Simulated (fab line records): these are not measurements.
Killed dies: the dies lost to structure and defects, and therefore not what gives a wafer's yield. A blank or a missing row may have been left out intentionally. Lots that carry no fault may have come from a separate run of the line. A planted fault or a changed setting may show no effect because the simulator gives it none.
A sampling plan put to the test | flow nand harc | one fab line, 31 faults that these records tell of, each judged on the records of the lots that it struck; 1 more is left out, because the records don't allow judging it
The plan is the line's own looks: the steps of the route at which a gauge or an inspection reads the wafer and doesn't change it. A look can be judged if struck wafers have a number there and the file gives its usual mean and standard deviation on fault-free wafers. Caught: a look later than the fault's first step finds the struck wafers' mean 4 or more of those standard deviations (sigma) from the usual mean. On the tool: the test repeated on the tool's own readings taken at the fault's steps. It also counts as caught if the struck wafers ran another recipe or if their record alone is blank.

THE FAULTS, as the simulator had put them in
1. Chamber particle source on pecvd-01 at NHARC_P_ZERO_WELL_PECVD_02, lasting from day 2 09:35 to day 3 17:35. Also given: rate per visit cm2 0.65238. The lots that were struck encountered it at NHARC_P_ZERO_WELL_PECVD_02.
2. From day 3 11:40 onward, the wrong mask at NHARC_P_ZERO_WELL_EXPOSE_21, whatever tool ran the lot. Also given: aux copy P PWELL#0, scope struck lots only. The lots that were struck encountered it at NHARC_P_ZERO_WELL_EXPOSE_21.
3. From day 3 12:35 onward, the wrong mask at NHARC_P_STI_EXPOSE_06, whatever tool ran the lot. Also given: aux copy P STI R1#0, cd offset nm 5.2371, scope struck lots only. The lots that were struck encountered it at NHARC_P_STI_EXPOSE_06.
4. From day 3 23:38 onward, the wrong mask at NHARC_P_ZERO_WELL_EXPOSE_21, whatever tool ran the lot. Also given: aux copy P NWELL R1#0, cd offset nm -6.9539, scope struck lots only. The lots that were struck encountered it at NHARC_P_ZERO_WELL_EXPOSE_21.
5. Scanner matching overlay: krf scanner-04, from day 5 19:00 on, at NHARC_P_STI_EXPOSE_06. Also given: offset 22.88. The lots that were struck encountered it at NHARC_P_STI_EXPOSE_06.
6. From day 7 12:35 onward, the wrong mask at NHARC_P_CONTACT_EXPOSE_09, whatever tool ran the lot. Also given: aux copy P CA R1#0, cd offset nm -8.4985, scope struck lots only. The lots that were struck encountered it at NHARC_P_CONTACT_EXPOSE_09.
7. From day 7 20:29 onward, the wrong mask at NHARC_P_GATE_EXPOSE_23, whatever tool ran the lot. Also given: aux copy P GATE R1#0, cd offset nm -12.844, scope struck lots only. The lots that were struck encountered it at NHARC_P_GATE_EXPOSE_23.
8. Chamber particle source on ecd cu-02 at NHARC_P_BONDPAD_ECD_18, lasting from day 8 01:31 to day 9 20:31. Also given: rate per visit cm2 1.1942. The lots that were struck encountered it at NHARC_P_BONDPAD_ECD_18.
9. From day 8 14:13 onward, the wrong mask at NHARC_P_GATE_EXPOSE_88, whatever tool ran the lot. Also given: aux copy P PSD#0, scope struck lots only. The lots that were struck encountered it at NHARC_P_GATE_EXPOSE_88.
10. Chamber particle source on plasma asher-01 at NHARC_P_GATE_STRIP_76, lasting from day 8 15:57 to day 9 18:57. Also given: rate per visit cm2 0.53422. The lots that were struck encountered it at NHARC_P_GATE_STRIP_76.
11. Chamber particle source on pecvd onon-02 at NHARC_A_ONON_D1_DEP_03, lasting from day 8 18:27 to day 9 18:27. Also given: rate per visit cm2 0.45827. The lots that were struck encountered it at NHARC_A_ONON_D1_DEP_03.
12. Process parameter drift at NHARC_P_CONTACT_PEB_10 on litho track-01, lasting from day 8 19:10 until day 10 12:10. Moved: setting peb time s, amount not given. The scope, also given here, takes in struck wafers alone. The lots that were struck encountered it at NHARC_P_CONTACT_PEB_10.
13. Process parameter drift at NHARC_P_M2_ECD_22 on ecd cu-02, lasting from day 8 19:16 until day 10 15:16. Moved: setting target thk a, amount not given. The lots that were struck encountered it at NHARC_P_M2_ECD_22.
14. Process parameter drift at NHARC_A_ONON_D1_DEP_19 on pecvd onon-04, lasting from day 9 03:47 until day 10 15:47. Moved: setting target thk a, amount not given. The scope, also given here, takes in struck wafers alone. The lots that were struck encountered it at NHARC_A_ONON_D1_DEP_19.
15. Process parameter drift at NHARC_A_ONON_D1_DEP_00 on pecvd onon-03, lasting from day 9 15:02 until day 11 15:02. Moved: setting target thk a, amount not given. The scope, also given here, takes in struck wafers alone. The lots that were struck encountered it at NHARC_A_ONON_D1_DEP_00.
16. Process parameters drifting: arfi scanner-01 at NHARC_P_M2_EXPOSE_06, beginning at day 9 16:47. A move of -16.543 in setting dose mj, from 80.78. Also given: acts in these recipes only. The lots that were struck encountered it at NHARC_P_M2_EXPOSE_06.
17. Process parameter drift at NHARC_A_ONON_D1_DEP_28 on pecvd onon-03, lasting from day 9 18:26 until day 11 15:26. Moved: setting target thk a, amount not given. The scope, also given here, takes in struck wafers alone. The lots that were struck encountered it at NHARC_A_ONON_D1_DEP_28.
18. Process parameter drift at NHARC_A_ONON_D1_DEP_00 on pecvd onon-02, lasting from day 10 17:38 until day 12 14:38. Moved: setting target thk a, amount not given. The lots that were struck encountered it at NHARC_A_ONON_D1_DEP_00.
19. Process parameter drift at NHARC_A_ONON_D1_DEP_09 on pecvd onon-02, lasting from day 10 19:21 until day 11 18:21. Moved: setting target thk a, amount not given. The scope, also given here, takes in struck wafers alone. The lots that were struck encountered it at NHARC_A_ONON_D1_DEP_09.
20. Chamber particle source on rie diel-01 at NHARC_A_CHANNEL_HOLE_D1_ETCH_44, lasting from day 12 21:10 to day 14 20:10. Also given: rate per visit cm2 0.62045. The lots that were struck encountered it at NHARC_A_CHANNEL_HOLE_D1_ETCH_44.
21. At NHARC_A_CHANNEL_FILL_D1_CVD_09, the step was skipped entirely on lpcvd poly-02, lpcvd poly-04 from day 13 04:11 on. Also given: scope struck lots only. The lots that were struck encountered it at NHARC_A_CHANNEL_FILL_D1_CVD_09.
22. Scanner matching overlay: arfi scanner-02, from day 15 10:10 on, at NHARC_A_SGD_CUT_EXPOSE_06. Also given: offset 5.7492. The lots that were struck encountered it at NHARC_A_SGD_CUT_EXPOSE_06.
23. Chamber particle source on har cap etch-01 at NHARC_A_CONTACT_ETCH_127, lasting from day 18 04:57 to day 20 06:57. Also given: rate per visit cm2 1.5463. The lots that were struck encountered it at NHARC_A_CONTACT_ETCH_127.
24. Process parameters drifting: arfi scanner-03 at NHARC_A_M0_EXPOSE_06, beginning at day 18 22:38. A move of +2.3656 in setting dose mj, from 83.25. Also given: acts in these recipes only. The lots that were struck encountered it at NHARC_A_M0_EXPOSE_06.
25. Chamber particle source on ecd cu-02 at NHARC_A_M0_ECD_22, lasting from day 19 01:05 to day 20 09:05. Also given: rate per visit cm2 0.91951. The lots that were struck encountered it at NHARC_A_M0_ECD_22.
26. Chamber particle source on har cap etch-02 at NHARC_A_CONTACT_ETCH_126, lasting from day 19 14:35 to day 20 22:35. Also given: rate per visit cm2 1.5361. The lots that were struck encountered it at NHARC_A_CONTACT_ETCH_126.
27. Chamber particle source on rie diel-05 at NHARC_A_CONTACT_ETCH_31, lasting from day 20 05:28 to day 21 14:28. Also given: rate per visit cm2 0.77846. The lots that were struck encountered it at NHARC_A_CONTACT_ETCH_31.
28. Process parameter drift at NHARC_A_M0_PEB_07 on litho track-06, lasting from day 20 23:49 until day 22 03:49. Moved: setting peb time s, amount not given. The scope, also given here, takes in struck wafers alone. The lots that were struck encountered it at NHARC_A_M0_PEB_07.
29. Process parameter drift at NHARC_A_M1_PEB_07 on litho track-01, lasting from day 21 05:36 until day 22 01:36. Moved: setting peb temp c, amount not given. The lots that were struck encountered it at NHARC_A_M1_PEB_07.
30. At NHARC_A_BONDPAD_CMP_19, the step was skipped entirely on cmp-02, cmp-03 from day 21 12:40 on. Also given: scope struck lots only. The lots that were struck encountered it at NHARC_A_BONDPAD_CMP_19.
31. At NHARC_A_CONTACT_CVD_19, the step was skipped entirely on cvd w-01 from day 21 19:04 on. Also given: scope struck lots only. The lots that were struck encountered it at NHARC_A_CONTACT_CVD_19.

WHAT THE PLAN SAW
fault | on the tool itself                               | first look that catches it                      | reading, sigma                                           | median hours from its first step to that look | hours from the fault's start to the first struck lot there | judged looks passed uncaught
1     | under 2 sigma                                    | NHARC_P_ZERO_WELL_INSPECT_43                    | raw defect count +69                                     | 7.2                                           | 10                                                         | 0
2     | no reading that can be judged                    | no look after it can be judged                  | -                                                        | -                                             | -                                                          | 0
3     | under 2 sigma                                    | none of the 4 looks that can be judged after it | -                                                        | -                                             | -                                                          | 4
4     | under 2 sigma                                    | none of the 2 looks that can be judged after it | strongest: cd nm at NHARC_P_ZERO_WELL_CD_MEAS_24, -3.0   | -                                             | -                                                          | 2
5     | under 2 sigma                                    | none of the 2 looks that can be judged after it | strongest: overlay x nm at NHARC_P_STI_OVL_MEAS_10, +3.2 | -                                             | -                                                          | 2
6     | no reading that can be judged                    | NHARC_P_CONTACT_CD_MEAS_12                      | cd nm -9.4                                               | 0.1                                           | 3                                                          | 0
7     | only faintly: reticle temp C -2.4 sigma          | NHARC_P_GATE_CD_MEAS_26                         | cd nm -19                                                | 0.1                                           | 0                                                          | 0
8     | under 2 sigma                                    | NHARC_END_SORT_01                               | killed at periphery +99 or beyond                        | 305.3                                         | 315                                                        | 0
9     | under 2 sigma                                    | no look after it can be judged                  | -                                                        | -                                             | -                                                          | 0
10    | under 2 sigma                                    | NHARC_P_GATE_INSPECT_68                         | raw defect count +4.8                                    | 4.0                                           | 6                                                          | 0
11    | no reading that can be judged                    | NHARC_END_SORT_01                               | killed at array +5.7                                     | 284.9                                         | 286                                                        | 2
12    | under 2 sigma                                    | NHARC_P_CONTACT_CD_MEAS_12                      | cd nm +23                                                | 0.1                                           | 1                                                          | 0
13    | no reading that can be judged                    | no look after it can be judged                  | -                                                        | -                                             | -                                                          | 0
14    | under 2 sigma                                    | NHARC_A_ONON_D1_THK_MEAS_21                     | thk nm +51                                               | 0.5                                           | 4                                                          | 0
15    | no reading that can be judged                    | NHARC_A_ONON_D1_THK_MEAS_02                     | thk nm -34                                               | 0.5                                           | 9                                                          | 0
16    | exposure dose mJ cm2 -99 or beyond sigma         | NHARC_P_M2_CD_MEAS_09                           | cd nm -14                                                | 0.1                                           | 6                                                          | 0
17    | under 2 sigma                                    | NHARC_A_ONON_D1_THK_MEAS_30                     | thk nm +30                                               | 0.3                                           | 17                                                         | 0
18    | no reading that can be judged                    | NHARC_A_ONON_D1_THK_MEAS_02                     | thk nm +6.4                                              | 0.5                                           | 3                                                          | 0
19    | under 2 sigma                                    | NHARC_A_ONON_D1_THK_MEAS_11                     | thk nm +38                                               | 0.5                                           | 3                                                          | 0
20    | under 2 sigma                                    | NHARC_A_CHANNEL_HOLE_D1_INSPECT_40              | raw defect count +20                                     | 1.0                                           | 10                                                         | 1
21    | the tool's record is blank for the struck wafers | no look after it can be judged                  | -                                                        | -                                             | -                                                          | 0
22    | no reading that can be judged                    | NHARC_A_SGD_CUT_OVL_MEAS_10                     | overlay x nm +7.0                                        | 0.2                                           | 16                                                         | 0
23    | no reading that can be judged                    | NHARC_END_SORT_01                               | killed dies +8.5                                         | 65.7                                          | 72                                                         | 1
24    | exposure dose mJ cm2 +25 sigma                   | none of the 5 looks that can be judged after it | strongest: cd nm at NHARC_A_M0_CD_MEAS_09, +2.1          | -                                             | -                                                          | 5
25    | no reading that can be judged                    | NHARC_END_SORT_01                               | killed at array +36                                      | 43.0                                          | 52                                                         | 1
26    | under 2 sigma                                    | NHARC_END_SORT_01                               | killed at array +7.0                                     | 66.7                                          | 68                                                         | 0
27    | under 2 sigma                                    | NHARC_END_SORT_01                               | killed at array +9.1                                     | 64.3                                          | 82                                                         | 0
28    | heater power total W +23 sigma                   | NHARC_A_M0_CD_MEAS_09                           | cd nm -4.3                                               | 0.1                                           | 27                                                         | 0
29    | plate temp C -54 sigma                           | NHARC_A_M1_CD_MEAS_09                           | cd nm -40                                                | 0.1                                           | 12                                                         | 0
30    | the tool's record is blank for the struck wafers | NHARC_A_BONDPAD_THK_MEAS_20                     | thk nm +99 or beyond                                     | 0.3                                           | 12                                                         | 0
31    | the tool's record is blank for the struck wafers | no look after it can be judged                  | -                                                        | -                                             | -                                                          | 0
A dash: this means the fault isn't caught or the number doesn't appear in these records.

Caught at a look: 22 of 31. Caught on the tool: 7 of 31. By one or the other: 25 of 31.
Caught on the tool alone: faults 21, 24, 31.
Caught at a look alone: faults 1, 6, 7, 8, 10, 11, 12, 14, 15, 17, 18, 19, 20, 22, 23, 25, 26, 27.
Caught by neither: faults 2, 3, 4, 5, 9, 13.

THINNER SAMPLING
If the look that catches a fault measured only every second or every third lot, by lot number, the first struck lot would be measured this late in the worst case:
fault | struck lots at that look, in order of time | every lot | every second lot | every third lot
1     | L954, L956                                 | 10 h      | may miss all 2   | may miss all 2
6     | L883                                       | 3 h       | may miss it      | may miss it
7     | L693                                       | 0 h       | may miss it      | may miss it
8     | L798, L802                                 | 315 h     | may miss all 2   | may miss all 2
10    | L580, L584, L585                           | 6 h       | 21 h             | 21 h
11    | L379, L380                                 | 286 h     | 298 h            | may miss all 2
12    | L480                                       | 1 h       | may miss it      | may miss it
14    | L471, L472, L475                           | 4 h       | 14 h             | may miss all 3
15    | L913, L919                                 | 9 h       | may miss all 2   | may miss all 2
16    | L332, L334                                 | 6 h       | may miss all 2   | may miss all 2
17    | L120, L123, L122                           | 17 h      | 35 h             | may miss all 3
18    | L418, L422                                 | 3 h       | may miss all 2   | may miss all 2
19    | L206, L210, L211                           | 3 h       | 20 h             | 20 h
20    | L690, L689                                 | 10 h      | 13 h             | may miss all 2
22    | L166, L171, L169                           | 16 h      | 37 h             | may miss all 3
23    | L562, L563                                 | 72 h      | 83 h             | may miss all 2
25    | L403, L404                                 | 52 h      | 63 h             | may miss all 2
26    | L427, L431                                 | 68 h      | may miss all 2   | may miss all 2
27    | L166, L169                                 | 82 h      | 90 h             | may miss all 2
28    | L300                                       | 27 h      | may miss it      | may miss it
29    | L142, L143                                 | 12 h      | 12 h             | may miss all 2
30    | L676, L675, L677                           | 12 h      | 12 h             | 13 h
Hours are from the fault's start to the first struck lot that is measured. The test against the limit of 4 sigma pooled every struck wafer, which means one lot taken alone may stay below that limit. Other struck lots may not be in these records.

THE LONGEST TIMED WAY FROM STEP TO LOOK
Fault 8: a median of 305.3 hours passes between NHARC_P_BONDPAD_ECD_18 and NHARC_END_SORT_01. No look between them can be judged.
